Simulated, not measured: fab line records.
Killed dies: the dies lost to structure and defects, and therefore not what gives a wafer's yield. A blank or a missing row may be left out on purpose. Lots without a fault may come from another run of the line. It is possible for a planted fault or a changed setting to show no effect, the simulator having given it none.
Chamber matching -- flow nandHarc -- 4 sister chambers for NHARC_P_M1_DESCUM_14 on rieDiel-10
The step chemistry O2, time 3 s. 14 wafers are shown with their chamber, then 7 later ones without.

== WAFERS WITH THEIR CHAMBER ==
wafer,chamber,showerheadPlenumPTorr (Torr),drypumpMotorCurrentA (A),throttleValvePct (%)
L076.1,3,1.84,5.5,11.325
L076.4,2,1.89,5.3,11.303
L076.5,3,1.84,5.5,11.312
L077.3,0,1.88,5.5,11.320
L077.4,1,2.03,5.2,11.304
L077.5,1,2.02,5.2,11.310
L078.1,1,2.03,5.1,11.304
L078.2,3,1.84,5.5,11.305
L078.5,1,2.02,5.2,11.318
L079.3,2,1.89,5.3,11.307
L079.5,2,1.89,5.3,11.293
L079.6,3,1.84,5.5,11.308
L089.4,1,2.02,5.1,11.300
L089.5,2,1.89,5.3,11.315

SIGNATURES, as means of the wafers listed above
reading,chamber 0,chamber 1,chamber 2,chamber 3,scatter within a chamber
showerheadPlenumPTorr,1.8800,2.0240,1.8900,1.8400,0.00346
drypumpMotorCurrentA,5.500,5.160,5.300,5.500,0.0346
throttleValvePct,11.32000,11.30720,11.30450,11.31250,0.00825
Rule: a wafer lies at a distance from a chamber equal to the root of the sum of squares, over the readings, of (its reading less the chamber's mean, divided by the reading's scatter). The wafer belongs to the nearest chamber; if the next one is less than 2 further off, it can't be placed. How the scatter is found: for the shown wafers, subtract from each reading the mean of its chamber, square and add these, divide the total by (wafers less chambers), then take the root.

== WAFERS WHOSE CHAMBER IS MISSING ==
wafer,showerheadPlenumPTorr (Torr),drypumpMotorCurrentA (A),throttleValvePct (%)
L089.6,2.02,5.1,11.318
L090.2,2.02,5.2,11.318
L090.4,1.88,5.5,11.317
L090.6,1.88,5.5,11.301
L094.3,1.84,5.5,11.324
L094.4,1.88,5.5,11.302
L094.6,1.88,5.5,11.291

== EACH ONE'S CHAMBER ==
wafer,from the rows above,in truth
L089.6,1,1
L090.2,1,1
L090.4,0,0
L090.6,0,0
L094.3,3,3
L094.4,0,0
L094.6,0,0
Placed correctly: 7 of 7. Not placeable from these rows: 0. 0 placed wrongly.
